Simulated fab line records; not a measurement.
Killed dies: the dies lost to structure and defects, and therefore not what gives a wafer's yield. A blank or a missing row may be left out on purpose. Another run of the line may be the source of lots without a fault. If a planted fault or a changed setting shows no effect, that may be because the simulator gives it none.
Split-lot study / flow n5-finfet / route with 1938 steps; 7 lots, 21 wafers read

== THE SPLIT ITSELF ==
At N5_BEOL_M6_COAT_59 (time 60 s, resist thk 100 nm), the setting spin-rpm was moved away from the recipe's 1500 rpm on 6 of the 21 wafers read, by -10.7% to +7.1%. For the rest of the wafers, this setting stayed at what the recipe calls for.

== FROM THE SPLIT TO THE READING: what the file shows between them, 7 steps ==
- N5_BEOL_M6_COAT_60: time 60 s, resist thk 35 nm
- N5_BEOL_M6_COAT_05: resist thk 90 nm
- N5_BEOL_M6_DESCUM_16: chemistry O2, time 7.9 s
- N5_BEOL_M6_ETCH_61: etches SiARC in CF4, target depth 45.5 nm, time 75.8 s
- N5_BEOL_M6_ETCH_62: etches SOC in N2/H2, target depth 110 nm, overetch 22 nm, time 165 s
- N5_BEOL_M6_STRIP_68: strips in N2/H2
- N5_BEOL_M6_STRIP_67: strips in CF4

== THE READING ==
SOC_of_BEOL_M6_COAT_59.thk-nm (the simulator's own value, which no gauge read), in nm, at N5_BEOL_M6_HM_OPEN_17 (chemistry Cl2/BCl3, target TiN, target depth 20 nm, overetch 6 nm). There is no usual value for it anywhere in the file. Here, 15 wafers ran the recipe; their average is 92.2 nm with a standard deviation of 0.29 nm.

wafer=L074.2; tool, chamber at the split=litho-track-05, 0; spin-rpm as run, rpm=1598; against the recipe=+6.5%; SOC_of_BEOL_M6_COAT_59.thk-nm, nm=89.2; against lot-mates on the recipe=-3.0
wafer=L074.4; tool, chamber at the split=litho-track-05, 0; spin-rpm as run, rpm=1500; against the recipe=recipe; SOC_of_BEOL_M6_COAT_59.thk-nm, nm=92.2; against lot-mates on the recipe=-
wafer=L074.6; tool, chamber at the split=litho-track-05, 0; spin-rpm as run, rpm=1500; against the recipe=recipe; SOC_of_BEOL_M6_COAT_59.thk-nm, nm=92.2; against lot-mates on the recipe=-
wafer=L075.1; tool, chamber at the split=litho-track-04, 0; spin-rpm as run, rpm=1404; against the recipe=-6.4%; SOC_of_BEOL_M6_COAT_59.thk-nm, nm=96.2; against lot-mates on the recipe=+3.9
wafer=L075.3; tool, chamber at the split=litho-track-04, 0; spin-rpm as run, rpm=1500; against the recipe=recipe; SOC_of_BEOL_M6_COAT_59.thk-nm, nm=92.2; against lot-mates on the recipe=-
wafer=L075.4; tool, chamber at the split=litho-track-04, 0; spin-rpm as run, rpm=1500; against the recipe=recipe; SOC_of_BEOL_M6_COAT_59.thk-nm, nm=92.4; against lot-mates on the recipe=-
wafer=L076.1; tool, chamber at the split=litho-track-01, 0; spin-rpm as run, rpm=1500; against the recipe=recipe; SOC_of_BEOL_M6_COAT_59.thk-nm, nm=92.2; against lot-mates on the recipe=-
wafer=L076.2; tool, chamber at the split=litho-track-01, 0; spin-rpm as run, rpm=1340; against the recipe=-10.7%; SOC_of_BEOL_M6_COAT_59.thk-nm, nm=98.2; against lot-mates on the recipe=+5.9
wafer=L076.3; tool, chamber at the split=litho-track-01, 0; spin-rpm as run, rpm=1500; against the recipe=recipe; SOC_of_BEOL_M6_COAT_59.thk-nm, nm=92.4; against lot-mates on the recipe=-
wafer=L078.1; tool, chamber at the split=litho-track-01, 0; spin-rpm as run, rpm=1607; against the recipe=+7.1%; SOC_of_BEOL_M6_COAT_59.thk-nm, nm=89.2; against lot-mates on the recipe=-3.4
wafer=L078.5; tool, chamber at the split=litho-track-01, 0; spin-rpm as run, rpm=1500; against the recipe=recipe; SOC_of_BEOL_M6_COAT_59.thk-nm, nm=92.8; against lot-mates on the recipe=-
wafer=L078.6; tool, chamber at the split=litho-track-01, 0; spin-rpm as run, rpm=1500; against the recipe=recipe; SOC_of_BEOL_M6_COAT_59.thk-nm, nm=92.4; against lot-mates on the recipe=-
wafer=L083.3; tool, chamber at the split=litho-track-05, 0; spin-rpm as run, rpm=1500; against the recipe=recipe; SOC_of_BEOL_M6_COAT_59.thk-nm, nm=92.4; against lot-mates on the recipe=-
wafer=L083.6; tool, chamber at the split=litho-track-05, 0; spin-rpm as run, rpm=1500; against the recipe=recipe; SOC_of_BEOL_M6_COAT_59.thk-nm, nm=92.4; against lot-mates on the recipe=-
wafer=L083.5; tool, chamber at the split=litho-track-05, 0; spin-rpm as run, rpm=1500; against the recipe=recipe; SOC_of_BEOL_M6_COAT_59.thk-nm, nm=92.4; against lot-mates on the recipe=-
wafer=L088.2; tool, chamber at the split=litho-track-01, 0; spin-rpm as run, rpm=1366; against the recipe=-8.9%; SOC_of_BEOL_M6_COAT_59.thk-nm, nm=97.2; against lot-mates on the recipe=+5.0
wafer=L088.3; tool, chamber at the split=litho-track-01, 0; spin-rpm as run, rpm=1366; against the recipe=-8.9%; SOC_of_BEOL_M6_COAT_59.thk-nm, nm=97.2; against lot-mates on the recipe=+5.0
wafer=L088.4; tool, chamber at the split=litho-track-01, 0; spin-rpm as run, rpm=1500; against the recipe=recipe; SOC_of_BEOL_M6_COAT_59.thk-nm, nm=92.2; against lot-mates on the recipe=-
wafer=L090.1; tool, chamber at the split=litho-track-01, 0; spin-rpm as run, rpm=1500; against the recipe=recipe; SOC_of_BEOL_M6_COAT_59.thk-nm, nm=91.6; against lot-mates on the recipe=-
wafer=L090.3; tool, chamber at the split=litho-track-01, 0; spin-rpm as run, rpm=1500; against the recipe=recipe; SOC_of_BEOL_M6_COAT_59.thk-nm, nm=91.8; against lot-mates on the recipe=-
wafer=L090.4; tool, chamber at the split=litho-track-01, 0; spin-rpm as run, rpm=1500; against the recipe=recipe; SOC_of_BEOL_M6_COAT_59.thk-nm, nm=91.8; against lot-mates on the recipe=-

FIT RESULTS
A straight line over all 21 wafers: SOC_of_BEOL_M6_COAT_59.thk-nm changes by -0.531 nm for each +1% of spin-rpm; r = -0.99; the points scatter about the line by 0.35 nm.
The same after taking each lot's own level away (the mean of its wafers on the recipe; 21 wafers): -0.537 nm for each +1%; r = -1.00; scatter 0.2 nm.
According to that fit, moving spin-rpm by its largest amount changes the reading by 5.7 nm.
Across the lots, their own levels run from 91.73 to 92.60 nm, a range of 3.0 times the standard deviation given above.
The two slopes are in agreement: the lot-to-lot level therefore moves the slope only a little.
Check: with one of the wafers moved furthest among these (-10.7%) left out of the fit, the line predicts +5.79 nm for it against its lot-mates. Against them it came out at +5.9 nm.

== FURTHER SPLITS ON THESE WAFERS ==
These wafers also went through other splits before the reading. Each is held against what the fit with the lots' levels taken away leaves over:
other split on the same wafers=N5_BEOL_M2_ETCH_70 time-s; wafers away from the commonest value=6; r with SOC_of_BEOL_M6_COAT_59.thk-nm (lot level and that fit taken away)=+0.26
other split on the same wafers=N5_BEOL_M3_COAT_22 spin-rpm; wafers away from the commonest value=5; r with SOC_of_BEOL_M6_COAT_59.thk-nm (lot level and that fit taken away)=+0.09
other split on the same wafers=N5_BEOL_M5_COAT_05 spin-rpm; wafers away from the commonest value=7; r with SOC_of_BEOL_M6_COAT_59.thk-nm (lot level and that fit taken away)=-0.03
other split on the same wafers=N5_BEOL_M6_HM_DEP_02 target-thk-a; wafers away from the commonest value=3; r with SOC_of_BEOL_M6_COAT_59.thk-nm (lot level and that fit taken away)=+0.23

== THE WHOLE CHAIN: every reading that the file lists as answering this split, in the file's order ==
step=N5_BEOL_M6_COAT_59; what it does=time 60 s, resist thk 100 nm; reading=SOC_of_BEOL_M6_COAT_59.thk-nm (the simulator's own value, which no gauge read); change (the file's fit)=-0.528 nm for each +1% of the setting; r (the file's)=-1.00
step=N5_BEOL_M6_ETCH_62; what it does=etches SOC in N2/H2, target depth 110 nm, overetch 22 nm, time 165 s; reading=etch.depth-nm (the simulator's own value, which no gauge read); change (the file's fit)=-0.534 nm for each +1% of the setting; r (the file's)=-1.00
step=N5_BEOL_M6_HM_OPEN_17; what it does=chemistry Cl2/BCl3, target TiN, target depth 20 nm, overetch 6 nm; reading=SOC_of_BEOL_M6_COAT_59.thk-nm (the simulator's own value, which no gauge read); change (the file's fit)=-0.538 nm for each +1% of the setting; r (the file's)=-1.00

== FILE'S OWN FIT ==
SOC_of_BEOL_M6_COAT_59.thk-nm changes by -0.538 nm for each +1% of spin-rpm, r = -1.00.
